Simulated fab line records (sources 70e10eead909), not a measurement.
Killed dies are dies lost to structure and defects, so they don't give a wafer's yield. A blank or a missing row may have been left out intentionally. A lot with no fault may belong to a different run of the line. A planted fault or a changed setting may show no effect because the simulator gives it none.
A struck lot beside a sound one ; flow nand_harc ; 15 out of 1159 route steps
Sound: wafers L225.2, L225.3, L225.4. Struck: wafers L216.2, L216.4, L216.5. The cause is named last.
At each step with rows: each side's tool, then ch and its chambers, then its first start. Under that, the readings that differ: sound wafers ; struck wafers ; difference of the means ; sigmas: that difference in standard deviations of wafers without a fault.
alike: same words and numbers on both sides, and readings whose means sit less than 2 such deviations apart. not compared: any withheld reading, any reading some wafer has no value for, any bound like >300 that may hide the same value, and any number with overlapping values for which the record gives no deviation.
A row with sigmas, a row that says differs or no value, or rows on one side alone: a step with any of these is where the two part. Numbers that have no deviation but don't overlap get no sigmas and don't part them. Lack of a reading on every wafer of one side parts them only where that side has two or more wafers.

first, 4 steps without rows for these wafers: NHARC_P_M0_EBR_05; NHARC_P_M0_EXPOSE_06 (exposes mask P M0, target cd 90 nm); NHARC_P_M0_PEB_07 (peb time 65 s); NHARC_P_M0_DEVELOP_08 (develop time 35 s).
NHARC_P_M0_CD_MEAS_09: target cd 90 nm.
  sound on cd_sem-03 ch 0, day 10 05:44; struck on cd_sem-01 ch 0, day 8 07:42
  alike: cd_nm
NHARC_P_M0_OVL_MEAS_10: pitch 180 nm.
  sound: overlay-02 at day 10 05:50; struck: overlay-01 at day 8 07:47
  alike: overlay_x_nm, overlay_y_nm
NHARC_P_M0_INSPECT_11:
  sound: defect_inspect-02 at day 10 05:52; struck: defect_inspect-01 at day 8 07:49
  alike: raw_defect_count
NHARC_P_M0_DESCUM_14: chemistry O2, time 3 s.
  sound on rie_diel-05 ch 0,1,3, day 10 05:58; struck on rie_diel-05 ch 0,1,3, day 8 07:53
  alike: drypump_motor_current_A, oes_product_au, rf_vpp_V, showerhead_plenum_p_Torr, throttle_valve_pct
  not compared: rf_hours_counter_h
NHARC_P_M0_ETCH_34: etches the open film in N2/H2, target depth 40 nm, overetch 12 nm, time 43.94 s.
  sound on rie_diel-05 ch 0,2,3, day 10 06:03; struck on rie_diel-05 ch 0,1, day 8 07:58
  alike: drypump_motor_current_A, oes_product_au, rf_vpp_V, showerhead_plenum_p_Torr, throttle_valve_pct
  not compared: rf_hours_counter_h
NHARC_P_M0_ETCH_15: etches the open film in C4F8/Ar, target depth 150 nm, overetch 15 nm, time 82.5 s.
  sound on rie_diel-05 ch 0,1,2; struck on rie_diel-05 ch 2,3
reading;sound;struck;difference;sigmas
oes_product_au (a.u.);0.935 0.944 0.937;0.985 0.976 0.983;+0.043;+2
  alike: rf_vpp_V
  not compared: rf_hours_counter_h
NHARC_P_M0_CD_MEAS_16:
  sound: cd_sem-03 at day 10 06:17; struck: cd_sem-01 at day 8 08:11
  alike: cd_nm
NHARC_P_M0_STRIP_18: strips in N2/H2.
  sound on rie_diel-05 ch 1,2,3, day 10 06:23; struck on rie_diel-03 ch 2,3, day 8 08:16
  alike: chamber_pressure_mTorr, drypump_motor_current_A, oes_product_au, rf_vpp_V, showerhead_plenum_p_Torr, throttle_valve_pct
  not compared: rf_hours_counter_h
NHARC_P_M0_STRIP_19: strips in post etch residue remover, time 600 s.
  sound on wet_bench-05 ch 0,4,5, day 10 06:38; struck on wet_bench-01 ch 5,6,7, day 8 08:33
  no value came back on the struck wafers for bath_heat_duty_pct (%), run_length_s (s), time_s (s); on the sound wafers bath_heat_duty_pct (%) reads 14.1 13.1 14.0
NHARC_P_M0_DEGAS_28: time 60 s.
  sound: pvd_sputter-01 at day 10 06:54; struck: pvd_sputter-01 at day 8 08:48
  alike: heater_power_w
-- break in the record here, with 13 days between the starts of the struck wafers on either side (left off in module P_M0, picked up again in module END, where the first step shown is number 1159 on the route) --
NHARC_END_SORT_01:
  sound on prober-01 ch 0, day 23 16:44; struck on prober-01 ch 0, day 21 19:52
  alike: defect_limited_yield, killed_at_array, killed_at_other, killed_at_periphery, killed_dies, killed_open, killed_short, sort_bin_2_pct, sort_bin_3_pct, sort_bin_4_pct, sort_n_pass, sort_rim_yield_pct, sort_yield_pct

== WHERE THEY PART ==
Last at NHARC_P_M0_STRIP_19 as far as this record goes, first at NHARC_P_M0_ETCH_15. Later steps at which nothing parts them and some readings are alike: NHARC_P_M0_DEGAS_28, NHARC_END_SORT_01.

WHY: what had been put in by the simulator
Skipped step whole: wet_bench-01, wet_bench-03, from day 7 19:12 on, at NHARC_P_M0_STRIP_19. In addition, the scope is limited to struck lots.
